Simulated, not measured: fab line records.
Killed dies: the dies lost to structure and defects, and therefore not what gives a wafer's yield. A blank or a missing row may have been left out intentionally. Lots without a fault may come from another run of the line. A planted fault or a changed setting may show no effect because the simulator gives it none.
The same fault as seen by 3 desks :: flow n5 finfet :: only its own numbers are on each desk; what lay behind them is given at the end

THE DEFECT DESK
Inspection counts along the route, by lot: the mean over sampled wafers that carry a number. The brackets show how far a lot's mean lies from the usual mean; more than 4 standard deviations puts the lot out of limits, marked OUT.
Columns: A = raw defect count at N5_BEOL_M10_INSPECT_30, usual 421
lot: L259
first seen here: day 10 09:20
A: 350

lot: L260
first seen here: day 10 20:22
A: 456

lot: L268
first seen here: day 12 03:41
A: 375

lot: L269
first seen here: day 12 12:53
A: 434

lot: L276
first seen here: day 14 09:20
A: 385

lot: L277
first seen here: day 14 17:55
A: 423

lot: L279
first seen here: day 14 21:15
A: 371
This desk's finding: nothing out of limits on any of the 7 lots.

AT THE TOOL OWNER'S DESK: rie diel-04
The tool's own readings at N5_BEOL_M10_VIA_ETCH_34 (etches SiCOH lowk in C4F6/O2, target depth 184.5 nm, time 69.2 s): means of the sampled wafers that have a number, for each lot that ran on this tool. The brackets show how far a lot's mean lies from the usual mean; more than 4 standard deviations puts the lot out of limits, marked OUT.
Columns: A = bias w at N5_BEOL_M10_VIA_ETCH_34, usual 185.1 W; B = drypump motor current A at N5_BEOL_M10_VIA_ETCH_34, usual 5.6 A; C = oes product au at N5_BEOL_M10_VIA_ETCH_34, usual 0.78 a.u.; D = rf vpp V at N5_BEOL_M10_VIA_ETCH_34, usual 661 V; E = showerhead plenum p Torr at N5_BEOL_M10_VIA_ETCH_34, usual 2.86 Torr; F = throttle valve pct at N5_BEOL_M10_VIA_ETCH_34, usual 20.80 %
lot: L259
first seen here: day 10 09:35
A: 185.6
B: 5.6
C: 0.78
D: 649
E: 2.90
F: 20.90

lot: L276
first seen here: day 14 09:35
A: 190.4 (+9.8) OUT
B: 5.5
C: 0.75
D: 675
E: 2.92
F: 20.92

lot: L277
first seen here: day 14 18:10
A: 191.1 (+11) OUT
B: 5.7
C: 0.75
D: 670
E: 2.84
F: 20.83

lot: L279
first seen here: day 14 21:30
A: 190.8 (+10) OUT
B: 5.5
C: 0.75
D: 674
E: 2.92
F: 20.93
Finding of this desk: L276, L277, L279 out of limits; the first was L276 at day 14 09:35, on bias w at N5_BEOL_M10_VIA_ETCH_34. Within limits: L259.

AT THE METROLOGY DESK
What the gauges read for every lot (on any tool): the sampled wafers with a number, averaged. The brackets show how far a lot's mean lies from the usual mean; more than 4 standard deviations puts the lot out of limits, marked OUT.
Columns: A = cd nm at N5_BEOL_M10_CD_MEAS_28, usual 69.7 nm; B = V9_OVL at N5_BEOL_M10_OVL_MEAS_29, usual 0.1 nm
lot: L259
first seen here: day 10 09:17
A: 69.5
B: -0.5

lot: L260
first seen here: day 10 20:19
A: 68.7
B: 0.6

lot: L268
first seen here: day 12 03:38
A: 69.6
B: 0.3

lot: L269
first seen here: day 12 12:50
A: 68.6
B: -0.8

lot: L276
first seen here: day 14 09:17
A: 69.5
B: 0.2

lot: L277
first seen here: day 14 17:52
A: 68.9
B: -0.0

lot: L279
first seen here: day 14 21:12
A: 69.4
B: -1.3
This desk's finding: nothing out of limits on any of the 7 lots.

TAKEN TOGETHER
On L276, L277, L279, at day 14 09:35, an alarm was possible from the tool owner's desk.
Nothing out of limits was seen by the defect desk.
At the metrology desk, nothing out of limits was observed.
The defect desk has L276, L277, L279 on record, within its limits.
The metrology desk holds a record of L276, L277, L279, inside its limits.
The lots listed all ran N5_BEOL_M10_VIA_ETCH_34 on rie diel-04.

WHAT THE SIMULATOR HAD PUT IN
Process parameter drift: rie diel-04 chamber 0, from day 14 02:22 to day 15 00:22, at N5_BEOL_M10_VIA_ETCH_34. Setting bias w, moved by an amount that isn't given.
Struck lots among those shown: L276, L277, L279.
Delay in hours, fault start to first out-of-limits reading, by desk: the tool owner's desk at 7.
